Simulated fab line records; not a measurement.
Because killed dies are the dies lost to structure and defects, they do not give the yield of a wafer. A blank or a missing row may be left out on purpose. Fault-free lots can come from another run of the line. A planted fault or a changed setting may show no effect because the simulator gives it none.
Chamber matching ; flow n5 finfet ; rie diel-04 running N5_BEOL_M6_ETCH_61: 4 sister chambers
The step etches SiARC in CF4, target depth 45.5 nm, time 75.8 s. 4 wafers are shown with their chamber, then 7 later ones without.

WAFERS, EACH WITH ITS CHAMBER
wafer;chamber;showerhead plenum p Torr (Torr)
L078.1;2;2.09
L083.5;3;2.15
L085.3;1;2.03
L085.4;0;2.19

WAFERS WITH NO CHAMBER GIVEN
wafer;showerhead plenum p Torr (Torr)
L085.5;2.19
L094.1;2.14
L094.4;2.02
L094.5;2.14
L097.1;2.19
L097.2;2.08
L097.5;2.14

CHAMBER TAKEN BY EACH
wafer;from the rows above;in truth
L085.5;0;0
L094.1;3;3
L094.4;1;1
L094.5;3;3
L097.1;0;0
L097.2;2;2
L097.5;3;3
Correctly placed: 7 of 7. Left unplaced by these rows: 0. Number placed wrongly: 0.
How it was worked out, from the rows above alone: a wafer's distance from a chamber is the root of the sum, over the readings, of the square of ((its reading less the chamber's mean) divided by the reading's scatter). The wafer belongs to the nearest chamber; if the next one is less than 2 further off, it can't be placed. Each chamber's mean is taken over the wafers shown for it. The scatter: root of mean squared gap, hidden wafer to nearest shown wafer, with one shown wafer a chamber.
